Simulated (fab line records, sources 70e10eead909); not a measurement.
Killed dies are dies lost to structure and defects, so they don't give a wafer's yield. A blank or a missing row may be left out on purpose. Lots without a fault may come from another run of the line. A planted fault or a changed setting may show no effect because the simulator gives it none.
Chamber matching | flow nand_harc | NHARC_A_CONTACT_ETCH_90 on rie_diel-11: 4 sister chambers
The step etches the open film in CH3F/O2, target depth 40 nm, time 85.7 s. 48 wafers are shown with their chamber, then 12 later ones without.

WAFERS WITH THEIR CHAMBER
wafer  | chamber | showerhead_plenum_p_Torr (Torr) | drypump_motor_current_A (A) | rf_vpp_V (V)
L077.4 | 2       | 2.55                            | 5.4                         | 246.4
L077.5 | 2       | 2.55                            | 5.4                         | 245.2
L077.6 | 3       | 2.61                            | 5.6                         | 246.6
L074.1 | 2       | 2.55                            | 5.4                         | 245.1
L074.2 | 3       | 2.61                            | 5.6                         | 246.4
L074.4 | 1       | 2.55                            | 5.7                         | 246.3
L074.3 | 0       | 2.32                            | 5.1                         | 242.1
L074.5 | 2       | 2.55                            | 5.4                         | 246.1
L074.6 | 3       | 2.61                            | 5.6                         | 245.7
L075.1 | 2       | 2.55                            | 5.4                         | 246.3
L075.4 | 0       | 2.31                            | 5.1                         | 242.6
L075.6 | 1       | 2.55                            | 5.7                         | 245.6
L078.2 | 0       | 2.31                            | 5.1                         | 241.9
L078.4 | 3       | 2.61                            | 5.6                         | 245.2
L078.6 | 3       | 2.61                            | 5.5                         | 246.4
L081.2 | 3       | 2.61                            | 5.6                         | 245.2
L081.3 | 1       | 2.55                            | 5.7                         | 244.9
L081.6 | 1       | 2.55                            | 5.7                         | 246.8
L081.1 | 0       | 2.31                            | 5.1                         | 243.7
L081.4 | 2       | 2.55                            | 5.4                         | 246.5
L081.5 | 2       | 2.55                            | 5.4                         | 247.1
L082.1 | 0       | 2.31                            | 5.1                         | 241.3
L082.5 | 3       | 2.61                            | 5.6                         | 246.6
L082.6 | 0       | 2.31                            | 5.1                         | 241.6
L084.1 | 3       | 2.61                            | 5.6                         | 246.1
L084.4 | 0       | 2.31                            | 5.1                         | 242.9
L084.5 | 0       | 2.31                            | 5.1                         | 243.6
L087.2 | 0       | 2.31                            | 5.1                         | 241.8
L087.5 | 0       | 2.31                            | 5.1                         | 242.3
L087.6 | 1       | 2.54                            | 5.7                         | 244.4
L086.2 | 1       | 2.54                            | 5.7                         | 246.8
L086.5 | 1       | 2.54                            | 5.7                         | 247.2
L086.6 | 2       | 2.55                            | 5.4                         | 245.4
L090.1 | 2       | 2.54                            | 5.4                         | 245.7
L090.2 | 0       | 2.31                            | 5.1                         | 241.4
L090.5 | 2       | 2.54                            | 5.4                         | 244.8
L088.2 | 0       | 2.31                            | 5.1                         | 242.1
L088.4 | 3       | 2.61                            | 5.6                         | 248.2
L088.5 | 1       | 2.54                            | 5.7                         | 243.8
L093.3 | 0       | 2.31                            | 5.1                         | 240.8
L093.5 | 1       | 2.54                            | 5.8                         | 244.8
L093.6 | 0       | 2.31                            | 5.1                         | 242.7
L093.1 | 3       | 2.61                            | 5.6                         | 247.2
L093.2 | 1       | 2.54                            | 5.7                         | 245.4
L093.4 | 2       | 2.54                            | 5.4                         | 245.4
L092.3 | 1       | 2.54                            | 5.7                         | 246.0
L092.4 | 0       | 2.31                            | 5.1                         | 242.0
L092.6 | 2       | 2.54                            | 5.4                         | 245.9

SIGNATURES (means of the wafers above)
reading                  | chamber 0 | chamber 1 | chamber 2 | chamber 3 | scatter within a chamber
showerhead_plenum_p_Torr | 2.3107    | 2.5436    | 2.5467    | 2.6100    | 0.00374
drypump_motor_current_A  | 5.100     | 5.709     | 5.400     | 5.590     | 0.0203
rf_vpp_V                 | 242.187   | 245.636   | 245.825   | 246.360   | 0.874
Rule: a wafer's distance from a chamber is the root of the sum, over the readings, of the square of ((its reading less the chamber's mean) divided by the reading's scatter). The wafer belongs to the nearest chamber; if the next one is less than 2 further off, it can't be placed. The scatter: the root of (the sum of the squares of (reading less its chamber's mean) over the shown wafers, divided by (wafers less chambers)).

WAFERS WITHOUT THEIR CHAMBER
wafer  | showerhead_plenum_p_Torr (Torr) | drypump_motor_current_A (A) | rf_vpp_V (V)
L092.1 | 2.61                            | 5.5                         | 247.2
L092.2 | 2.54                            | 5.4                         | 245.6
L092.5 | 2.54                            | 5.7                         | 245.2
L094.2 | 2.60                            | 5.5                         | 245.9
L094.3 | 2.54                            | 5.7                         | 246.1
L094.4 | 2.54                            | 5.4                         | 245.9
L095.3 | 2.60                            | 5.6                         | 245.7
L095.4 | 2.54                            | 5.7                         | 245.7
L095.6 | 2.60                            | 5.6                         | 246.1
L097.3 | 2.54                            | 5.7                         | 246.6
L097.5 | 2.54                            | 5.4                         | 246.5
L097.6 | 2.60                            | 5.6                         | 245.7

WHICH CHAMBER EACH WENT THROUGH
wafer  | from the rows above | in truth
L092.1 | 3                   | 3
L092.2 | 2                   | 2
L092.5 | 1                   | 1
L094.2 | 3                   | 3
L094.3 | 1                   | 1
L094.4 | 2                   | 2
L095.3 | 3                   | 3
L095.4 | 1                   | 1
L095.6 | 3                   | 3
L097.3 | 1                   | 1
L097.5 | 2                   | 2
L097.6 | 3                   | 3
Placed correctly: 12 of 12. Can't be placed from these rows: 0. Placed wrongly: 0.
